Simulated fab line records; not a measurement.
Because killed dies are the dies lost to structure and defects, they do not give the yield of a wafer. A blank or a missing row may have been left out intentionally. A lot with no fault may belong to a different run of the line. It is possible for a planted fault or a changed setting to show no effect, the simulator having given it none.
What tool caused it? || flow nand-harc || Sampling: 12 lots, 36 wafers, 7 of 1159 route steps

== WHAT EACH GAUGE READ, for each wafer ==
NHARC_P_START_INSPECT_01. Usual: raw-defect-count reads 3.5 (standard deviation 1.9).
{"lot": "L781", "measured": "day 1 18:02", "on": "defect-inspect-01", "raw-defect-count": "2 3 2", "flag": ""}
{"lot": "L782", "measured": "day 2 00:02", "on": "defect-inspect-01", "raw-defect-count": "4 3 1", "flag": ""}
{"lot": "L785", "measured": "day 2 18:02", "on": "defect-inspect-02", "raw-defect-count": "2 1 6", "flag": ""}
{"lot": "L786", "measured": "day 3 00:02", "on": "defect-inspect-02", "raw-defect-count": "2 4 5", "flag": ""}
{"lot": "L787", "measured": "day 3 06:02", "on": "defect-inspect-01", "raw-defect-count": "2 5 3", "flag": ""}
{"lot": "L788", "measured": "day 3 12:02", "on": "defect-inspect-01", "raw-defect-count": "3 5 1", "flag": ""}
{"lot": "L790", "measured": "day 4 00:02", "on": "defect-inspect-02", "raw-defect-count": "2 4 1", "flag": ""}
{"lot": "L791", "measured": "day 4 06:02", "on": "defect-inspect-01", "raw-defect-count": "3 1 9", "flag": ""}
{"lot": "L794", "measured": "day 5 00:02", "on": "defect-inspect-01", "raw-defect-count": "5 3 6", "flag": ""}
{"lot": "L795", "measured": "day 5 06:02", "on": "defect-inspect-01", "raw-defect-count": "7 5 2", "flag": ""}
{"lot": "L802", "measured": "day 7 00:02", "on": "defect-inspect-01", "raw-defect-count": "1 8 3", "flag": ""}
{"lot": "L803", "measured": "day 7 06:02", "on": "defect-inspect-02", "raw-defect-count": "2 2 4", "flag": ""}

NHARC_P_ZERO_WELL_CD_MEAS_52: target cd 2000 nm. Usual: cd-nm reads 1999.8 nm (standard deviation 1.9).
{"lot": "L781", "measured": "day 1 23:57", "on": "cd-sem-01", "cd-nm (nm)": "1999.4 2000.1 1999.9", "flag": ""}
{"lot": "L782", "measured": "day 2 05:40", "on": "cd-sem-01", "cd-nm (nm)": "2002.2 1997.3 2002.6", "flag": ""}
{"lot": "L785", "measured": "day 3 02:40", "on": "cd-sem-03", "cd-nm (nm)": "1999.0 1999.9 2001.8", "flag": ""}
{"lot": "L786", "measured": "day 3 05:49", "on": "cd-sem-03", "cd-nm (nm)": "2001.8 1999.0 2000.0", "flag": ""}
{"lot": "L787", "measured": "day 3 11:33", "on": "cd-sem-01", "cd-nm (nm)": "1999.9 2000.7 2001.4", "flag": ""}
{"lot": "L788", "measured": "day 3 17:49", "on": "cd-sem-02", "cd-nm (nm)": "1999.9 2002.7 2004.2", "flag": ""}
{"lot": "L790", "measured": "day 4 05:47", "on": "cd-sem-03", "cd-nm (nm)": "1997.8 2000.1 1998.1", "flag": ""}
{"lot": "L791", "measured": "day 4 11:43", "on": "cd-sem-03", "cd-nm (nm)": "2002.1 2000.8 2001.7", "flag": ""}
{"lot": "L794", "measured": "day 5 05:38", "on": "cd-sem-02", "cd-nm (nm)": "1999.6 1996.8 1995.2", "flag": ""}
{"lot": "L795", "measured": "day 5 11:47", "on": "cd-sem-02", "cd-nm (nm)": "1999.7 2001.7 2003.8", "flag": ""}
{"lot": "L802", "measured": "day 7 05:48", "on": "cd-sem-03", "cd-nm (nm)": "2002.1 2002.2 1998.4", "flag": ""}
{"lot": "L803", "measured": "day 7 11:53", "on": "cd-sem-02", "cd-nm (nm)": "1996.3 1999.3 1998.7", "flag": ""}

NHARC_P_ZERO_WELL_INSPECT_43. Usual: raw-defect-count reads 14 (standard deviation 6.1).
{"lot": "L781", "measured": "day 2 01:48", "on": "defect-inspect-02", "raw-defect-count": "19 21 20", "flag": ""}
{"lot": "L782", "measured": "day 2 07:31", "on": "defect-inspect-02", "raw-defect-count": "11 18 22", "flag": ""}
{"lot": "L785", "measured": "day 3 04:37", "on": "defect-inspect-02", "raw-defect-count": "10 14 21", "flag": ""}
{"lot": "L786", "measured": "day 3 07:44", "on": "defect-inspect-02", "raw-defect-count": "7 15 13", "flag": ""}
{"lot": "L787", "measured": "day 3 13:23", "on": "defect-inspect-01", "raw-defect-count": "14 10 10", "flag": ""}
{"lot": "L788", "measured": "day 3 19:38", "on": "defect-inspect-02", "raw-defect-count": "14 12 8", "flag": ""}
{"lot": "L790", "measured": "day 4 07:36", "on": "defect-inspect-01", "raw-defect-count": "37 15 17", "flag": ""}
{"lot": "L791", "measured": "day 4 13:39", "on": "defect-inspect-02", "raw-defect-count": "14 6 13", "flag": ""}
{"lot": "L794", "measured": "day 5 07:31", "on": "defect-inspect-02", "raw-defect-count": "13 7 25", "flag": ""}
{"lot": "L795", "measured": "day 5 13:38", "on": "defect-inspect-01", "raw-defect-count": "13 798 12", "flag": "OFF"}
{"lot": "L802", "measured": "day 7 07:46", "on": "defect-inspect-01", "raw-defect-count": "6 10 4", "flag": ""}
{"lot": "L803", "measured": "day 7 13:43", "on": "defect-inspect-02", "raw-defect-count": "13 6 8", "flag": ""}

NHARC_P_STI_INSPECT_11. Usual: raw-defect-count reads 5.8 (standard deviation 2.7).
{"lot": "L781", "measured": "day 2 17:18", "on": "defect-inspect-02", "raw-defect-count": "10 7 0", "flag": ""}
{"lot": "L782", "measured": "day 3 00:01", "on": "defect-inspect-01", "raw-defect-count": "2 5 11", "flag": ""}
{"lot": "L785", "measured": "day 3 23:02", "on": "defect-inspect-01", "raw-defect-count": "7 9 12", "flag": ""}
{"lot": "L786", "measured": "day 3 23:12", "on": "defect-inspect-02", "raw-defect-count": "7 10 8", "flag": ""}
{"lot": "L787", "measured": "day 4 05:40", "on": "defect-inspect-02", "raw-defect-count": "6 14 3", "flag": ""}
{"lot": "L788", "measured": "day 4 12:19", "on": "defect-inspect-02", "raw-defect-count": "6 5 4", "flag": ""}
{"lot": "L790", "measured": "day 4 23:02", "on": "defect-inspect-02", "raw-defect-count": "8 4 5", "flag": ""}
{"lot": "L791", "measured": "day 5 06:20", "on": "defect-inspect-01", "raw-defect-count": "7 4 6", "flag": ""}
{"lot": "L794", "measured": "day 5 22:50", "on": "defect-inspect-02", "raw-defect-count": "5 8 2", "flag": ""}
{"lot": "L795", "measured": "day 6 04:59", "on": "defect-inspect-01", "raw-defect-count": "3 787 2", "flag": "OFF"}
{"lot": "L802", "measured": "day 7 23:13", "on": "defect-inspect-01", "raw-defect-count": "6 7 3", "flag": ""}
{"lot": "L803", "measured": "day 8 05:11", "on": "defect-inspect-02", "raw-defect-count": "6 8 3", "flag": ""}

NHARC_END_SORT_01. Usual: killed-at-array 28, standard deviation 11; killed-at-other 0.5, standard deviation 0.85; killed-at-periphery 2.7, standard deviation 1.9; killed-dies 32, standard deviation 12; killed-open 3.3, standard deviation 1.6; killed-short 2.1, standard deviation 1.5.
{"lot": "L795", "measured": "day 24 04:15", "on": "prober-01", "killed-at-array": "16 10 18", "killed-at-other": "3 0 0", "killed-at-periphery": "2 97 3", "killed-dies": "21 107 21", "killed-open": "2 2 5", "killed-short": "3 1 3", "flag": "OFF"}

== WHAT TOOL EACH LOT RAN ON (gives the tool, then ch and the chambers of the sampled wafers, and finally the start) ==
{"lot": "L781", "NHARC_P_ZERO_WELL_DESCUM_13": "rie-diel-12 ch 0,1,2, day 1 19:31", "NHARC_P_ZERO_WELL_STRIP_15": "wet-bench-04 ch 1,4,7, day 1 19:56"}
{"lot": "L782", "NHARC_P_ZERO_WELL_DESCUM_13": "rie-diel-08 ch 0,1,3, day 2 01:19", "NHARC_P_ZERO_WELL_STRIP_15": "wet-bench-03 ch 2,3,5, day 2 01:42"}
{"lot": "L785", "NHARC_P_ZERO_WELL_DESCUM_13": "rie-diel-08 ch 1,2,3, day 2 19:17", "NHARC_P_ZERO_WELL_STRIP_15": "wet-bench-03 ch 4,5,6, day 2 19:42"}
{"lot": "L786", "NHARC_P_ZERO_WELL_DESCUM_13": "rie-diel-12 ch 1,2,3, day 3 01:25", "NHARC_P_ZERO_WELL_STRIP_15": "wet-bench-04 ch 2,3,5, day 3 01:51"}
{"lot": "L787", "NHARC_P_ZERO_WELL_DESCUM_13": "rie-diel-08 ch 0,2,3, day 3 07:26", "NHARC_P_ZERO_WELL_STRIP_15": "wet-bench-04 ch 2,6,7, day 3 07:49"}
{"lot": "L788", "NHARC_P_ZERO_WELL_DESCUM_13": "rie-diel-12 ch 1,2,3, day 3 13:16", "NHARC_P_ZERO_WELL_STRIP_15": "wet-bench-03 ch 0,3,7, day 3 13:44"}
{"lot": "L790", "NHARC_P_ZERO_WELL_DESCUM_13": "rie-diel-01 ch 1,2,3, day 4 01:25", "NHARC_P_ZERO_WELL_STRIP_15": "wet-bench-04 ch 0,1,3, day 4 01:50"}
{"lot": "L791", "NHARC_P_ZERO_WELL_DESCUM_13": "rie-diel-01 ch 0,1,3, day 4 07:22", "NHARC_P_ZERO_WELL_STRIP_15": "wet-bench-03 ch 3,4,5, day 4 07:46"}
{"lot": "L794", "NHARC_P_ZERO_WELL_DESCUM_13": "rie-diel-01 ch 0,1,2, day 5 01:25", "NHARC_P_ZERO_WELL_STRIP_15": "wet-bench-04 ch 1,2,6, day 5 01:48"}
{"lot": "L795", "NHARC_P_ZERO_WELL_DESCUM_13": "rie-diel-12 ch 2,3, day 5 07:16", "NHARC_P_ZERO_WELL_STRIP_15": "wet-bench-04 ch 1,2,4, day 5 07:42"}
{"lot": "L802", "NHARC_P_ZERO_WELL_DESCUM_13": "rie-diel-12 ch 0,1,2, day 7 01:24", "NHARC_P_ZERO_WELL_STRIP_15": "wet-bench-03 ch 2,5,7, day 7 01:49"}
{"lot": "L803", "NHARC_P_ZERO_WELL_DESCUM_13": "rie-diel-12 ch 0,1,2, day 7 07:23", "NHARC_P_ZERO_WELL_STRIP_15": "wet-bench-09 ch 1,2,7, day 7 07:49"}
- NHARC_P_ZERO_WELL_DESCUM_13: chemistry O2, time 3 s.
- NHARC_P_ZERO_WELL_STRIP_15: strips in SPM, time 900 s.

== WHAT THE TOOLS THEMSELVES READ (means of the sampled wafers that have a number; where no wafer has one, the mark that the record gives instead) ==
NHARC_P_ZERO_WELL_DESCUM_13. Usual: drypump-motor-current-A 5.8 A, standard deviation 0.48; oes-product-au 1.003 a.u., standard deviation 0.0086; rf-vpp-V 57.8 V, standard deviation 0.9; showerhead-plenum-p-Torr 1.93 Torr, standard deviation 0.11; throttle-valve-pct 11.311 %, standard deviation 0.0097.
{"lot": "L781", "tool": "rie-diel-12", "drypump-motor-current-A (A)": 6.2, "oes-product-au (a.u.)": 0.997, "rf-vpp-V (V)": 57.8, "showerhead-plenum-p-Torr (Torr)": 2.06, "throttle-valve-pct (%)": 11.304, "flag": ""}
{"lot": "L782", "tool": "rie-diel-08", "drypump-motor-current-A (A)": 6.0, "oes-product-au (a.u.)": 1.002, "rf-vpp-V (V)": 57.5, "showerhead-plenum-p-Torr (Torr)": 1.87, "throttle-valve-pct (%)": 11.310, "flag": ""}
{"lot": "L785", "tool": "rie-diel-08", "drypump-motor-current-A (A)": 5.6, "oes-product-au (a.u.)": 1.002, "rf-vpp-V (V)": 57.3, "showerhead-plenum-p-Torr (Torr)": 1.85, "throttle-valve-pct (%)": 11.319, "flag": ""}
{"lot": "L786", "tool": "rie-diel-12", "drypump-motor-current-A (A)": 5.7, "oes-product-au (a.u.)": 1.000, "rf-vpp-V (V)": 58.3, "showerhead-plenum-p-Torr (Torr)": 1.98, "throttle-valve-pct (%)": 11.314, "flag": ""}
{"lot": "L787", "tool": "rie-diel-08", "drypump-motor-current-A (A)": 5.7, "oes-product-au (a.u.)": 1.001, "rf-vpp-V (V)": 58.3, "showerhead-plenum-p-Torr (Torr)": 1.89, "throttle-valve-pct (%)": 11.314, "flag": ""}
{"lot": "L788", "tool": "rie-diel-12", "drypump-motor-current-A (A)": 5.7, "oes-product-au (a.u.)": 1.007, "rf-vpp-V (V)": 57.9, "showerhead-plenum-p-Torr (Torr)": 1.98, "throttle-valve-pct (%)": 11.315, "flag": ""}
{"lot": "L790", "tool": "rie-diel-01", "drypump-motor-current-A (A)": 5.5, "oes-product-au (a.u.)": 1.010, "rf-vpp-V (V)": 58.3, "showerhead-plenum-p-Torr (Torr)": 1.91, "throttle-valve-pct (%)": 11.311, "flag": ""}
{"lot": "L791", "tool": "rie-diel-01", "drypump-motor-current-A (A)": 5.6, "oes-product-au (a.u.)": 1.000, "rf-vpp-V (V)": 58.5, "showerhead-plenum-p-Torr (Torr)": 1.90, "throttle-valve-pct (%)": 11.318, "flag": ""}
{"lot": "L794", "tool": "rie-diel-01", "drypump-motor-current-A (A)": 5.6, "oes-product-au (a.u.)": 1.010, "rf-vpp-V (V)": 58.3, "showerhead-plenum-p-Torr (Torr)": 1.89, "throttle-valve-pct (%)": 11.311, "flag": ""}
{"lot": "L795", "tool": "rie-diel-12", "drypump-motor-current-A (A)": 5.5, "oes-product-au (a.u.)": 0.992, "rf-vpp-V (V)": 57.8, "showerhead-plenum-p-Torr (Torr)": 1.99, "throttle-valve-pct (%)": 11.301, "flag": ""}
{"lot": "L802", "tool": "rie-diel-12", "drypump-motor-current-A (A)": 6.2, "oes-product-au (a.u.)": 1.006, "rf-vpp-V (V)": 59.1, "showerhead-plenum-p-Torr (Torr)": 2.06, "throttle-valve-pct (%)": 11.308, "flag": ""}
{"lot": "L803", "tool": "rie-diel-12", "drypump-motor-current-A (A)": 6.2, "oes-product-au (a.u.)": 1.008, "rf-vpp-V (V)": 56.7, "showerhead-plenum-p-Torr (Torr)": 2.06, "throttle-valve-pct (%)": 11.317, "flag": ""}

== THE ANSWER, worked out from the rows above alone ==
Rule: take the mean of a lot's wafers that have a number; if it is more than 3 standard deviations from the usual mean, the lot is off. Also off: a lot with no number at a reading for which 4 or more lots have one. The other lots that the step has rows for count as sound. Order of review: gauges by route order, followed by the tools' own readings, for which a lot's mean as printed above is used. The first step at which some lot is off is used, and at that step the reading that is off furthest; a lot without a number counts as furthest.
Off at NHARC_P_ZERO_WELL_INSPECT_43 (raw-defect-count): L795.
If a tool, at a process step before that reading, ran all the lots that are off and no sound lot after the first of them, it fits. Not tried: the gauges at NHARC_P_ZERO_WELL_INSPECT_43; whatever is off there is also off at NHARC_END_SORT_01, on other tools, and gauge error can't account for it. One fits: NHARC_P_ZERO_WELL_STRIP_15 on wet-bench-04. A fault onset in the window from L794 (day 5 01:48, its last sound lot) to L795 (day 5 07:42, its first lot off) fits.

== WHAT THE SIMULATOR HAD INSERTED ==
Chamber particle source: wet-bench-04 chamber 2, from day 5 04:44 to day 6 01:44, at NHARC_P_ZERO_WELL_STRIP_15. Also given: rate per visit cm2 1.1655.
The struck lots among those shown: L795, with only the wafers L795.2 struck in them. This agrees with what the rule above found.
